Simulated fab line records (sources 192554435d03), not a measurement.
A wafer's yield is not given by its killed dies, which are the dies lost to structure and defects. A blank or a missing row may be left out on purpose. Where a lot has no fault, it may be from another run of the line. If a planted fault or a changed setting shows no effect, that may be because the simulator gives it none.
Chamber matching -- flow n5_finfet -- N5_BEOL_M3_ETCH_64 on rie_diel-05: 4 sister chambers
The step etches SOC in N2/H2, target depth 75 nm, overetch 15 nm, time 112.5 s. 4 wafers are shown with their chamber, then 9 later ones without.

WAFERS WITH THEIR CHAMBER
wafer,chamber,showerhead_plenum_p_Torr (Torr)
L086.1,3,2.62
L089.1,0,2.45
L089.2,1,2.55
L089.6,2,2.57

WAFERS WITH NO CHAMBER GIVEN
wafer,showerhead_plenum_p_Torr (Torr)
L090.1,2.55
L090.5,2.57
L090.6,2.62
L093.2,2.55
L093.4,2.56
L093.5,2.55
L096.1,2.55
L096.5,2.56
L096.6,2.55

CHAMBER TAKEN BY EACH
wafer,from the rows above,in truth
L090.1,1,1
L090.5,2,2
L090.6,3,3
L093.2,1,1
L093.4,can't be placed: 2 or 1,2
L093.5,1,1
L096.1,1,1
L096.5,can't be placed: 2 or 1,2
L096.6,1,1
Correct placement for 7 of the 9. These rows do not allow placing 2 (true chamber among the candidates in 2). Wrongly placed: 0.
How it was worked out, from the rows above alone: a wafer's distance from a chamber is the root of the sum, over the readings, of the square of ((its reading less the chamber's mean) divided by the reading's scatter). The wafer belongs to the nearest chamber; if the next one is less than 2 further off, it can't be placed. Each chamber's mean is taken over the wafers shown for it. The scatter (one wafer shown for each chamber): square how far every hidden wafer sits from the nearest shown wafer, average those squares and take the square root.
